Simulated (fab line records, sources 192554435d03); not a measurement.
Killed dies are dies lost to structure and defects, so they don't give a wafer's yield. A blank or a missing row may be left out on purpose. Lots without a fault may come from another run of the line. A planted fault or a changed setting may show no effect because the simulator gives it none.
Chamber matching | flow n5_finfet | N5_BEOL_M14_DEP_53 on pecvd-03: 3 sister chambers
The step deposits SiCN from 3MS/NH3, target thk 50 nm, time 17.8 s. 5 wafers are shown with their chamber, then 8 later ones without.

WAFERS WITH THEIR CHAMBER
wafer  | chamber | throttle_valve_pct (%) | showerhead_plenum_p_Torr (Torr)
L076.1 | 1       | 19.3                   | 4.18
L090.1 | 2       | 16.1                   | 4.14
L090.4 | 0       | 18.1                   | 4.13
L090.5 | 2       | 16.5                   | 4.14
L091.2 | 0       | 18.2                   | 4.14

WAFERS WITHOUT THEIR CHAMBER
wafer  | throttle_valve_pct (%) | showerhead_plenum_p_Torr (Torr)
L091.3 | 16.2                   | 4.14
L091.5 | 15.9                   | 4.13
L096.2 | 16.2                   | 4.14
L096.3 | 16.2                   | 4.14
L096.6 | 18.5                   | 4.13
L097.2 | 17.9                   | 4.14
L097.4 | 18.2                   | 4.12
L097.6 | 18.3                   | 4.13

WHICH CHAMBER EACH WENT THROUGH
wafer  | from the rows above | in truth
L091.3 | 2                   | 2
L091.5 | 2                   | 2
L096.2 | 2                   | 2
L096.3 | 2                   | 2
L096.6 | 0                   | 0
L097.2 | 0                   | 0
L097.4 | 0                   | 0
L097.6 | 0                   | 0
Placed correctly: 8 of 8. Can't be placed from these rows: 0. Placed wrongly: 0.
How it was worked out, from the rows above alone: a wafer's distance from a chamber is the root of the sum, over the readings, of the square of ((its reading less the chamber's mean) divided by the reading's scatter). The wafer belongs to the nearest chamber; if the next one is less than 2 further off, it can't be placed. A chamber's mean is the mean of its shown wafers. The scatter: the root of (the sum of the squares of (reading less its chamber's mean) over the shown wafers, divided by (wafers less chambers)).
